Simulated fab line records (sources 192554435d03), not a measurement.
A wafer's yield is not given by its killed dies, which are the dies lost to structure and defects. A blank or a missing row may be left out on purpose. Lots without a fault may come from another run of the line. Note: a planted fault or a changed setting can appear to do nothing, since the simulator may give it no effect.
fab line records -- flow n5_finfet
record: lots: 11, wafers: 32, last_day: 16
route steps=1938 shown HKMG_FIN@446 MIM_TOP_ETCH@1852 MIM_BOT_LITHO@1862 PASS1_CAP@1874 PASSIVATION@1936
lots with no fault: from the same line, run without faults
start_h: hours from the record's opening day to when the first of the lot's shown wafers began -- wait_h: hours from the lot's prior step to this one -- " unchanged from the row above -- L1.1+2: one row covering several wafers at once -- - no value, or no start was given -- * or withheld: withheld -- < > ~ a bound
route shown NAME@n: names a module that has steps shown in the file, with the first one's number in the route -- usual: mean and standard deviation over wafers with no fault -- same: alike in all rows -- chamber/n: place in a boat -- sites: the reading at each site -- _std_site: how widely they spread, as a standard deviation -- _edge_site: the outer-site mean with the inner-site mean subtracted -- radius_mm: for every site, how far away it sits from the centre of the wafer -- mask NAME#n: copy n -- behind: the tool/chamber that last shaped the wafer -- hold: cause of the lot's hold/its duration in hours/its outcome -- device: which transistor (n, p or np) failed to switch -- end of line: the tests these same wafers got at the end of their route -- where a step has no rows: the recipe by itself -- killed: at the first sort, the dies lost to defects and structure; wafer yield is something else -- map: the dies of a wafer, with x for killed, . for not killed, _ for no die there
set.NAME: the run value of the setting; set.NAME@STEP: its run value at that earlier step -- model.NAME: the simulator's own value behind a step, which no gauge read
one table for each step of the route and one row for each wafer, over a sample of lots
services: when a tool's chamber went out of use (start_h, in hours from the record's first day, below 0 if earlier), for how many hours, and the reason
== steps ==
step: N5_HKMG_FIN_WET_ETCH_87
recipe: chemistry: SC1, target: TiN, mix: 1:2:40, temp_c: 50, time_s: 154.2, target_depth_nm: 4.7, dry: ipa_marangoni, rinse_time_s: 30, rinse_temp_c: 23
usual: bath_guard_temp_C: 50.0/0.53, h2o2_flow_mL_min: 69.77/0.22
lot.wafer,tool,chamber,start_h,wait_h,bath_guard_temp_C,h2o2_flow_mL_min
L479.2,wet_bench-04,2,74.67,0.1,49.5,69.56
L479.5,wet_bench-04,6,74.67,0.1,50.3,69.56
L480.3,wet_bench-04,3,82.44,0.1,50.0,69.43
L480.5,wet_bench-04,5,82.44,0.1,50.0,69.70
L480.6,wet_bench-04,4,82.44,0.1,51.0,69.79
L481.2,wet_bench-04,1,88.90,0.1,50.1,69.71
L481.5,wet_bench-04,6,88.90,0.1,50.0,70.01
L481.6,wet_bench-04,4,88.90,0.1,51.6,69.71
L484.2,wet_bench-05,4,111.84,0.1,49.9,69.50
L484.3,wet_bench-05,6,111.84,0.1,49.1,69.66
L484.4,wet_bench-05,3,111.84,0.1,49.8,69.57
L485.2,wet_bench-04,5,114.18,0.1,50.4,69.94
L485.4,wet_bench-04,0,114.18,0.1,49.6,70.11
L485.6,wet_bench-04,7,114.18,0.1,49.6,69.63
L486.1,wet_bench-04,4,120.36,0.1,51.1,69.87
L486.4,wet_bench-04,6,120.36,0.1,49.6,69.67
L486.6,wet_bench-04,7,120.36,0.1,49.6,70.18
L488.3,wet_bench-04,7,128.73,0.1,49.2,69.91
L488.4,wet_bench-04,2,128.73,0.1,50.0,69.83
L488.5,wet_bench-04,5,128.73,0.1,50.1,69.77
L489.2,wet_bench-04,3,136.56,0.1,50.1,69.76
L489.4,wet_bench-04,4,136.56,0.1,51.2,69.38
L489.6,wet_bench-04,6,136.56,0.1,50.4,69.64
L490.1,wet_bench-04,6,149.01,0.1,50.1,69.89
L490.2,wet_bench-04,0,149.01,0.1,50.2,70.30
L490.6,wet_bench-04,2,149.01,0.1,49.7,69.87
L498.1,wet_bench-01,3,192.62,0.1,49.6,70.14
L498.2,wet_bench-01,2,192.62,0.1,50.5,69.30
L498.5,wet_bench-01,4,192.62,0.1,49.7,69.68
L499.1,wet_bench-05,6,200.24,0.1,49.5,69.62
L499.5,wet_bench-05,2,200.24,0.1,49.6,69.83
L499.6,wet_bench-05,7,200.24,0.1,49.9,70.11
step: N5_MIM_TOP_ETCH_STRIP_01
recipe: chemistry: O2, power_w: 600, temp_c: 60, pressure_mtorr: 30, rf_frequency_hz: 6e+07, bias_power_w: 0, overash_fraction: 0.5, o2_flow_sccm: 225
usual: drypump_motor_current_A: 5.5/0.41, oes_product_au: 0.83/0.076, rf_vpp_V: 3.5/1.3, showerhead_plenum_p_Torr: 2.14/0.061, throttle_valve_pct: 16.61/0.27
lot.wafer,tool,chamber,start_h,wait_h,drypump_motor_current_A,oes_product_au,rf_hours_counter_h,rf_vpp_V,showerhead_plenum_p_Torr,throttle_valve_pct
L481.2,rie_diel-02,2,273.19,0.1,5.5,0.67,246,1.5,2.16,17.03
L481.5,rie_diel-02,1,273.19,0.1,6.0,0.94,-,4.5,2.26,16.30
L481.6,rie_diel-02,0,273.19,0.1,5.8,0.88,-,4.5,2.22,16.42
L479.2,rie_diel-04,3,281.14,0.1,5.9,0.73,237,2.0,2.18,17.35
L479.5,rie_diel-04,3,281.14,0.1,5.9,0.71,-,2.3,2.18,17.35
L480.3,rie_diel-04,2,283.00,0.1,5.2,0.84,68,3.1,2.14,16.40
L480.5,rie_diel-04,1,283.00,0.1,5.4,0.73,-,2.6,2.10,16.74
L480.6,rie_diel-04,0,283.00,0.1,5.6,0.88,-,2.8,2.12,16.37
L484.2,rie_diel-04,3,302.09,0.1,5.8,0.71,243,4.1,2.18,17.38
L484.3,rie_diel-04,0,302.09,0.1,5.6,0.88,58,3.6,2.12,16.31
L484.4,rie_diel-04,2,302.09,0.1,5.2,0.80,73,1.2,2.14,16.41
L485.2,rie_diel-04,2,303.85,0.1,5.2,0.82,74,2.9,2.13,16.42
L485.4,rie_diel-04,3,303.85,0.1,5.8,0.70,244,4.0,2.18,17.40
L485.6,rie_diel-04,2,303.85,0.1,5.2,0.82,-,3.0,2.14,16.43
L486.1,rie_diel-06,0,311.81,0.1,4.8,0.71,240,4.2,1.98,16.98
L486.4,rie_diel-06,0,311.81,0.1,4.8,0.71,-,2.9,1.98,17.00
L486.6,rie_diel-06,2,311.81,0.1,4.6,0.86,-,4.7,2.20,16.51
L488.3,rie_diel-04,1,322.86,0.1,5.4,0.72,200,6.0,2.09,16.77
L488.4,rie_diel-04,1,322.86,0.1,5.3,0.72,-,4.7,2.09,16.78
L488.5,rie_diel-04,2,322.86,0.1,5.2,0.81,-,2.1,2.13,16.44
L489.2,rie_diel-06,1,327.22,0.2,5.9,0.83,66,2.7,2.06,16.69
L489.4,rie_diel-06,0,327.22,0.2,4.8,0.71,244,4.7,1.98,17.00
L489.6,rie_diel-06,3,327.22,0.2,4.8,0.99,-,5.2,2.16,16.32
L490.1,rie_diel-04,2,336.35,0.1,5.2,0.81,88,5.6,2.13,16.45
L490.2,rie_diel-04,0,336.35,0.1,5.5,0.86,72,2.3,2.11,16.41
L490.6,rie_diel-04,0,336.35,0.1,5.6,0.85,-,2.7,2.11,16.40
L498.1,rie_diel-04,3,365.71,0.1,5.8,0.94,9,1.1,2.17,16.88
L498.2,rie_diel-04,2,365.71,0.1,5.3,0.79,96,4.4,2.13,16.49
L498.5,rie_diel-04,2,365.71,0.1,5.2,0.78,-,3.3,2.13,16.48
L499.1,rie_diel-04,0,383.70,0.1,5.5,0.84,85,1.7,2.11,16.43
L499.5,rie_diel-04,3,383.70,0.1,5.8,0.90,-,3.5,2.17,16.93
L499.6,rie_diel-04,0,383.70,0.1,5.6,0.85,-,4.3,2.11,16.40
step: N5_MIM_BOT_LITHO_CD_MEAS_08
recipe: target_cd_nm: 3000, landing_energy_ev: 500, detector: se_inlens, polarity: opening
usual: cd_nm: 3000.6/2
lot.wafer,tool,chamber,start_h,wait_h,cd_nm
L481.2,cd_sem-03,0,273.74,-,3000.5
L481.5,cd_sem-03,0,273.74,-,3002.5
L481.6,cd_sem-03,0,273.74,-,2998.3
L479.2,cd_sem-03,0,281.68,-,3001.0
L479.5,cd_sem-03,0,281.68,-,2996.6
L480.3,cd_sem-02,0,283.43,-,3004.2
L480.5,cd_sem-02,0,283.43,-,3004.4
L480.6,cd_sem-02,0,283.43,-,3001.9
L484.2,cd_sem-03,0,302.51,-,2997.4
L484.3,cd_sem-03,0,302.51,-,3000.5
L484.4,cd_sem-03,0,302.51,-,2998.2
L485.2,cd_sem-02,0,304.27,-,3002.8
L485.4,cd_sem-02,0,304.27,-,3001.1
L485.6,cd_sem-02,0,304.27,-,3000.3
L486.1,cd_sem-02,0,312.38,-,3000.4
L486.4,cd_sem-02,0,312.38,-,3000.5
L486.6,cd_sem-02,0,312.38,-,3000.6
L488.3,cd_sem-02,0,323.44,-,3002.8
L488.4,cd_sem-02,0,323.44,-,3002.2
L488.5,cd_sem-02,0,323.44,-,3005.9
L489.2,cd_sem-03,0,327.66,-,3002.6
L489.4,cd_sem-03,0,327.66,-,3002.4
L489.6,cd_sem-03,0,327.66,-,3000.2
L490.1,cd_sem-03,0,336.89,-,3004.0
L490.2,cd_sem-03,0,336.89,-,3003.1
L490.6,cd_sem-03,0,336.89,-,3001.1
L498.1,cd_sem-03,0,366.25,-,3002.4
L498.2,cd_sem-03,0,366.25,-,3001.3
L498.5,cd_sem-03,0,366.25,-,3001.1
L499.1,cd_sem-02,0,384.25,-,3000.7
L499.5,cd_sem-02,0,384.25,-,2997.8
L499.6,cd_sem-02,0,384.25,-,2998.6
step: N5_PASSIVATION_PECVD_01
recipe: material: SiNx, target_thk_a: 2000, temp_c: 400, precursor: SiH4/NH3/N2, pressure_torr: 4.9, rf_w: 1406, time_s: 43.2
usual: heater_power_w: 412/89, showerhead_plenum_p_Torr: 8.69/0.079, throttle_valve_pct: 28.7/1.6
lot.wafer,tool,chamber,start_h,wait_h,heater_power_w,showerhead_plenum_p_Torr,throttle_valve_pct
L481.2,pecvd-01,2,275.06,0.0,463,8.64,27.1
L481.5,pecvd-01,0,275.06,0.0,257,8.74,30.7
L481.6,pecvd-01,2,275.06,0.0,459,8.63,27.1
L479.2,pecvd-03,1,283.08,0.0,420,8.76,29.7
L479.5,pecvd-03,1,283.08,0.0,439,8.77,29.8
L480.3,pecvd-01,0,284.45,0.0,152,8.78,30.9
L480.5,pecvd-01,0,284.45,0.0,168,8.73,30.7
L480.6,pecvd-01,1,284.45,0.0,418,8.69,26.6
L484.2,pecvd-03,2,303.61,0.0,538,8.52,26.1
L484.3,pecvd-03,0,303.61,0.0,469,8.72,29.5
L484.4,pecvd-03,1,303.61,0.0,400,8.76,29.5
L485.2,pecvd-01,2,305.45,0.0,447,8.62,27.3
L485.4,pecvd-01,2,305.45,0.0,463,8.64,27.2
L485.6,pecvd-01,1,305.45,0.0,378,8.67,26.8
L486.1,pecvd-01,0,313.66,0.0,232,8.74,30.4
L486.4,pecvd-01,2,313.66,0.0,490,8.67,27.3
L486.6,pecvd-01,0,313.66,0.0,238,8.74,30.6
L488.3,pecvd-04,0,324.49,0.0,396,8.75,30.8
L488.4,pecvd-04,1,324.49,0.0,479,8.71,29.2
L488.5,pecvd-04,1,324.49,0.0,496,8.71,29.1
L489.2,pecvd-01,2,328.67,0.0,419,8.64,27.4
L489.4,pecvd-01,2,328.67,0.0,429,8.63,27.4
L489.6,pecvd-01,1,328.67,0.0,450,8.69,26.5
L490.1,pecvd-04,0,337.91,0.0,412,8.76,30.9
L490.2,pecvd-04,2,337.91,0.0,439,8.70,28.7
L490.6,pecvd-04,1,337.91,0.0,445,8.72,29.5
L498.1,pecvd-04,1,367.27,0.0,435,8.72,29.1
L498.2,pecvd-04,2,367.27,0.0,413,8.74,28.4
L498.5,pecvd-04,1,367.27,0.0,460,8.70,29.3
L499.1,pecvd-01,2,385.26,0.0,496,8.65,27.6
L499.5,pecvd-01,1,385.26,0.0,464,8.69,26.6
L499.6,pecvd-01,0,385.26,0.0,205,8.75,30.5
step: N5_PASSIVATION_PROBE_49
usual: defect_limited_yield: 90.9/1.6, killed_at_M0_to_M3: 34/11, killed_at_M4_up: 14/5.7, killed_at_contacts: 13/6.5, killed_at_front_end: 43/11, killed_at_other: 4/3.1, killed_dies: 107/19, killed_on_rim: 14/3.9, killed_open: 71/14, killed_short: 35/7.9, sort_bin_5_function: 5.3/1.1, sort_bin_6_memory: 3.4/0.74, sort_n_pass: 1073/19, sort_yield_pct: 90.9/1.6
same: gross_dies: 1180, killed_at_back_side: 0, sort_bin_4_leakage[%]: 0, sort_bin_8_speed[%]: 0
lot.wafer,tool,chamber,start_h,wait_h,defect_limited_yield[%],killed_at_M0_to_M3,killed_at_M4_up,killed_at_contacts,killed_at_front_end,killed_at_other,killed_dies,killed_on_rim,killed_open,killed_short,sort_bin_5_function[%],sort_bin_6_memory[%],sort_n_pass,sort_yield_pct[%]
L489.2,prober-01,-,336.69,0.1,81.0,33,13,14,160,4,224,29,71,37,10.8,5.0,956,81.0
L489.4,prober-01,-,336.79,0.2,84.6,39,13,8,120,2,182,32,83,39,9.2,4.3,998,84.6
L489.6,prober-01,-,336.89,0.3,79.2,24,5,13,199,5,246,21,62,36,11.9,5.1,934,79.2
L490.1,prober-01,-,347.93,0.3,80.3,24,19,11,176,2,232,12,64,31,12.7,3.6,948,80.3
L490.2,prober-01,-,347.98,0.4,80.5,30,16,36,148,0,230,30,77,36,11.8,4.6,950,80.5
L490.6,prober-01,-,348.18,0.6,84.1,37,10,23,116,2,188,34,89,31,8.7,4.5,992,84.1
killed by level:class
L489.2 HKMG_FIN:unspecified=116 FIN_SAQP:geometric_particle:short=12 FIN_SAQP:geometric_particle:open=11 MOL_CONTACT_COAG:geometric_particle:open=11 STI_FIN_REVEAL:geometric_particle:open=10 BEOL_M0_SAQP:geometric_particle:open=10 BEOL_M0_SAQP:geometric_particle:short=10 BEOL_M3:geometric_particle:open=6
L489.4 HKMG_FIN:unspecified=60 FIN_SAQP:geometric_particle:short=19 FIN_SAQP:geometric_particle:open=18 BEOL_M3:geometric_particle:open=17 STI_FIN_REVEAL:geometric_particle:open=12 MOL_CONTACT_COAG:geometric_particle:open=7 BEOL_M0_SAQP:geometric_particle:open=7 BEOL_M3:geometric_particle:short=5
L489.6 HKMG_FIN:unspecified=144 FIN_SAQP:geometric_particle:open=17 MOL_CONTACT_COAG:geometric_particle:open=10 BEOL_M3:geometric_particle:open=9 FIN_SAQP:geometric_particle:short=8 STI_FIN_REVEAL:geometric_particle:open=7 BEOL_M0_SAQP:geometric_particle:short=5 STARTING-WAFER:geometric_particle:open=4
L490.1 HKMG_FIN:unspecified=137 STI_FIN_REVEAL:geometric_particle:open=13 BEOL_M4:geometric_particle:open=11 BEOL_M1:geometric_particle:open=9 MOL_CONTACT_COAG:geometric_particle:open=7 BEOL_M2:geometric_particle:open=7 FIN_SAQP:geometric_particle:open=5 DUMMY_GATE:geometric_particle:open=5
L490.2 HKMG_FIN:unspecified=116 MOL_CONTACT_COAG:geometric_particle:open=25 MOL_CONTACT_COAG:geometric_particle:short=11 BEOL_M0_SAQP:geometric_particle:open=10 FIN_SAQP:geometric_particle:open=6 GATE_CUT:geometric_particle:short=6 BEOL_M5:geometric_particle:open=6 FIN_SAQP:geometric_particle:short=5
L490.6 HKMG_FIN:unspecified=68 MOL_CONTACT_COAG:geometric_particle:open=19 STI_FIN_REVEAL:geometric_particle:open=17 BEOL_M1:geometric_particle:open=13 FIN_SAQP:geometric_particle:open=7 BEOL_M0_SAQP:geometric_particle:open=7 FIN_SAQP:geometric_particle:short=6 BEOL_M0_SAQP:geometric_particle:short=6
== services ==
tool,chamber,start_h,hours,kind
rie_diel-06,2,81.75,4.3,repair
rie_diel-04,0,102.72,19.0,repair
pecvd-01,1,122.09,4.4,repair
pecvd-04,-,151.02,2.8,pm
rie_diel-04,-,189.90,2.8,pm
pecvd-03,-,195.89,6.0,pm
pecvd-03,-,207.52,4.3,pm
wet_bench-04,-,220.52,4.4,pm
rie_diel-06,1,224.30,2.0,repair
pecvd-04,-,226.86,0.3,repair
rie_diel-04,0,239.88,1.8,repair
rie_diel-06,2,287.31,3.1,repair
pecvd-04,-,305.06,0.7,repair
pecvd-04,1,311.86,2.0,repair
pecvd-04,2,321.50,4.9,repair
rie_diel-06,3,340.10,5.4,repair
wet_bench-04,-,341.99,6.6,repair
pecvd-01,-,343.73,6.1,repair
pecvd-03,-,346.86,1.4,repair
pecvd-01,2,356.82,17.4,repair
rie_diel-06,3,361.08,4.9,repair
pecvd-03,-,377.81,1.3,repair
rie_diel-06,3,377.92,12.4,repair
pecvd-03,-,381.63,3.4,repair
== key ==
first_sign: step: N5_PASSIVATION_PROBE_49, reading: killed_at_front_end, direction: up, sigmas: 9.9, usual: 43, struck: 153
effect: step: N5_PASSIVATION_PROBE_49, reading: defect_limited_yield, direction: down, sigmas: 5.9, usual: 90.9, struck: 81.6
more_kills_born_at: N5_HKMG_FIN_WET_ETCH_87@wet_bench-04: 641
met_at N5_HKMG_FIN_WET_ETCH_87
struck_lots L489,L490
not_acting_at N5_MIM_TOP_ETCH_STRIP_01,N5_MIM_BOT_LITHO_CD_MEAS_08,N5_PASSIVATION_PECVD_01
onset_between 128.73 136.56
fault: kind: chamber_particle_source, tool: wet_bench-04, chamber: -, onset_h: 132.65, steps: N5_HKMG_FIN_WET_ETCH_87, rate_per_visit_cm2: 1.4856, end_h: 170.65
